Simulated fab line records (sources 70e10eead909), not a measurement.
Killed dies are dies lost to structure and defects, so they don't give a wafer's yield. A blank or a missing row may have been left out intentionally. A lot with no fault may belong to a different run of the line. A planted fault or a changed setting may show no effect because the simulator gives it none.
Struck lot and sound lot, side by side || flow nandHarc || 15 steps out of a route of 1159
Sound: these wafers, L592.1, L592.2, L592.5. Wafers L599.3, L599.4 were the ones struck. Last of all comes the cause.
At each step with rows: each side's tool, then ch and its chambers, then its first start. Under that, the readings that differ: sound wafers || struck wafers || difference of the means || sigmas: that difference in standard deviations of wafers without a fault.
alike: words and numbers the same on both sides, and readings whose means are apart by under 2 such deviations; not compared: readings that were withheld, readings missing a value for some wafer, numbers with overlapping values and no deviation given by the record, and bounds like >300 which may hide the same value.
Wherever a step has rows on one side only, a row that says differs or no value, or a row with sigmas, the two part there. Numbers that don't overlap but have no deviation are shown without sigmas and don't part them. A reading that every wafer of one side lacks parts them only if that side has two wafers or more.

first, 10 steps without rows for these wafers: NHARC_THIN_TSV_PVD_55 (deposits TiN, target thk 50 nm); NHARC_THIN_TSV_PVD_24 (deposits Al, target thk 800 nm); NHARC_THIN_TSV_DEHYDRATE_25 (time 120 s); NHARC_THIN_TSV_HMDS_26 (time 30 s); NHARC_THIN_TSV_COAT_27; NHARC_THIN_TSV_SOFTBAKE_28 (time 95 s); NHARC_THIN_TSV_EBR_29; NHARC_THIN_TSV_EXPOSE_30 (exposes mask PAD); NHARC_THIN_TSV_PEB_31 (peb time 85 s); NHARC_THIN_TSV_DEVELOP_32 (time 70 s).
NHARC_THIN_TSV_CD_MEAS_33 targets a cd of 5000 nm.
  sound on cdSem-02 ch 0, day 19 16:53; struck on cdSem-01 ch 0, day 21 00:01
  alike: cdNm
then, 1 step without rows for these wafers: NHARC_THIN_TSV_HARDBAKE_34 (time 80 s).
NHARC_THIN_TSV_DESCUM_35: chemistry O2, time 3 s.
  sound on rieDiel-06 ch 0,2, day 19 17:03; struck on rieDiel-06 ch 0,2, day 21 00:11
  alike: drypumpMotorCurrentA, oesProductAu, rfVppV, runLengthS, showerheadPlenumPTorr, throttleValvePct
  not compared: rfHoursCounterH
NHARC_THIN_TSV_ETCH_59: etches the open film in Cl2/BCl3, target depth 880 nm, time 138.1 s.
  sound on rieMetal-03 ch 0,1, day 19 17:12; struck on rieMetal-03 ch 0,1, day 21 00:23
  alike: drypumpMotorCurrentA, oesProductAu, throttleValvePct
  not compared: rfHoursCounterH
NHARC_END_SORT_01:
  sound on prober-01 ch 0, day 20 03:41; struck on prober-01 ch 0, day 21 21:05
  alike: defectLimitedYield, killedAtArray, killedAtOther, killedAtPeriphery, killedDies, killedOpen, killedShort, sort_bin_2_pct, sort_bin_3_pct, sort_bin_4_pct, sortNPass, sortRimYieldPct, sortYieldPct

== WHERE THEY PART ==
Nowhere in this record.

WHY: the cause the simulator had injected
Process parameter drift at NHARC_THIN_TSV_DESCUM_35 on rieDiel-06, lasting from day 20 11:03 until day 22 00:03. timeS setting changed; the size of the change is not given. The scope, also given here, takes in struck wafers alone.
